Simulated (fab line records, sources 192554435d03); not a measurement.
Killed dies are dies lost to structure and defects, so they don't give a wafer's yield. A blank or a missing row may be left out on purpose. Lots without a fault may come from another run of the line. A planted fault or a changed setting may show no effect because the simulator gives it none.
One fault seen from 2 desks | flow n5_finfet | each desk has only its own numbers; what lay behind them comes last

THE METROLOGY DESK
What the gauges read, lot by lot, whatever tool the lot ran on: means of the sampled wafers that have a number. A lot is out of limits, marked OUT, if its mean lies more than 4 standard deviations from the usual mean; the brackets give that distance. Of its 10 readings 7 are shown: those that lie furthest out on some lot.
Columns: A = DIBL_P at N5_BEOL_M4_RC_MEAS_101, usual 36.3 mV/V; B = IOFF_N at N5_BEOL_M4_RC_MEAS_101, usual 0.16 nA/um; C = IOFF_P at N5_BEOL_M4_RC_MEAS_101, usual 0.21 nA/um; D = ION_N at N5_BEOL_M4_RC_MEAS_101, usual 673 uA/um; E = ION_P at N5_BEOL_M4_RC_MEAS_101, usual 461 uA/um; F = VT_N at N5_BEOL_M4_RC_MEAS_101, usual 250 mV; G = VT_P at N5_BEOL_M4_RC_MEAS_101, usual -250.9 mV
lot  | first seen here | A    | B    | C    | D   | E   | F   | G
L856 | day 10 02:00    | 34.7 | 0.12 | 0.17 | 666 | 457 | 254 | -253.8
L858 | day 10 07:46    | 37.1 | 0.17 | 0.22 | 673 | 464 | 251 | -247.2
L863 | day 11 08:23    | 38.8 | 0.20 | 0.24 | 670 | 458 | 248 | -248.2
L864 | day 11 10:26    | 33.9 | 0.13 | 0.19 | 670 | 460 | 252 | -250.2
L866 | day 12 00:50    | 37.0 | 0.14 | 0.18 | 663 | 453 | 254 | -255.3
L867 | day 12 12:16    | 31.9 | 0.10 | 0.15 | 650 | 451 | 258 | -255.9
L868 | day 12 16:12    | 37.0 | 0.16 | 0.21 | 682 | 464 | 248 | -249.5
L869 | day 12 22:46    | 37.5 | 0.15 | 0.22 | 674 | 466 | 253 | -249.8
L873 | day 14 07:43    | 39.0 | 0.17 | 0.24 | 685 | 473 | 246 | -247.3
This desk's finding: nothing out of limits on any of the 9 lots.

THE TOOL OWNER'S DESK: ald_metal-01
The tool's own readings at N5_HKMG_FIN_ALD_71 (deposits TiN, target thk 1 nm, pulse time 1 s, purge time 3 s): means of the sampled wafers that have a number, for each lot that ran on this tool. A lot is out of limits, marked OUT, if its mean lies more than 4 standard deviations from the usual mean; the brackets give that distance.
Columns: A = heater_power_w at N5_HKMG_FIN_ALD_71, usual 848 W; B = precursor_pulse_height_rel at N5_HKMG_FIN_ALD_71, usual 1.004
lot  | first seen here | A   | B
L858 | day 6 01:15     | 798 | 1.021
L863 | day 7 03:34     | 814 | 1.008
L864 | day 7 13:08     | 842 | 0.978
L867 | day 8 09:25     | 842 | 0.996
This desk's finding: nothing out of limits on any of the 4 lots.

PUT TOGETHER
The metrology desk saw nothing out of limits.
The tool owner's desk saw nothing out of limits.

WHAT THE SIMULATOR HAD PUT IN
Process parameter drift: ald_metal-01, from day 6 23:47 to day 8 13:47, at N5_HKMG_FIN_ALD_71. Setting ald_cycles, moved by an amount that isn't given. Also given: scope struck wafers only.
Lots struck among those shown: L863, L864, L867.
